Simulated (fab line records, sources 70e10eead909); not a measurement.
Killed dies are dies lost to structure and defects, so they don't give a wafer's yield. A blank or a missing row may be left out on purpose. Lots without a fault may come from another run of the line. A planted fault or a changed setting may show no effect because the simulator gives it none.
Chamber matching | flow nand_harc | NHARC_A_M0_PRE_CLEAN_31 on pecvd-04: 3 sister chambers
The step time 12 s. 6 wafers are shown with their chamber, then 7 later ones without.

WAFERS WITH THEIR CHAMBER
wafer  | chamber | heater_power_w (W)
L079.5 | 1       | 579
L087.1 | 1       | 606
L087.4 | 0       | 673
L087.6 | 2       | 554
L091.1 | 2       | 554
L091.3 | 0       | 785

WAFERS WITHOUT THEIR CHAMBER
wafer  | heater_power_w (W)
L091.4 | 571
L093.1 | 582
L093.2 | 647
L093.4 | 637
L097.2 | 629
L097.3 | 742
L097.4 | 613

WHICH CHAMBER EACH WENT THROUGH
wafer  | from the rows above          | in truth
L091.4 | can't be placed: 2 or 1      | 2
L093.1 | can't be placed: 1 or 2      | 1
L093.2 | can't be placed: 1 or 0 or 2 | 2
L093.4 | can't be placed: 1 or 2 or 0 | 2
L097.2 | can't be placed: 1 or 2 or 0 | 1
L097.3 | 0                            | 0
L097.4 | can't be placed: 1 or 2      | 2
Placed correctly: 1 of 7. Can't be placed from these rows: 6 (the true chamber is among the candidates in 6). Placed wrongly: 0.
How it was worked out, from the rows above alone: a wafer's distance from a chamber is the root of the sum, over the readings, of the square of ((its reading less the chamber's mean) divided by the reading's scatter). The wafer belongs to the nearest chamber; if the next one is less than 2 further off, it can't be placed. A chamber's mean is the mean of its shown wafers. The scatter: the root of (the sum of the squares of (reading less its chamber's mean) over the shown wafers, divided by (wafers less chambers)).
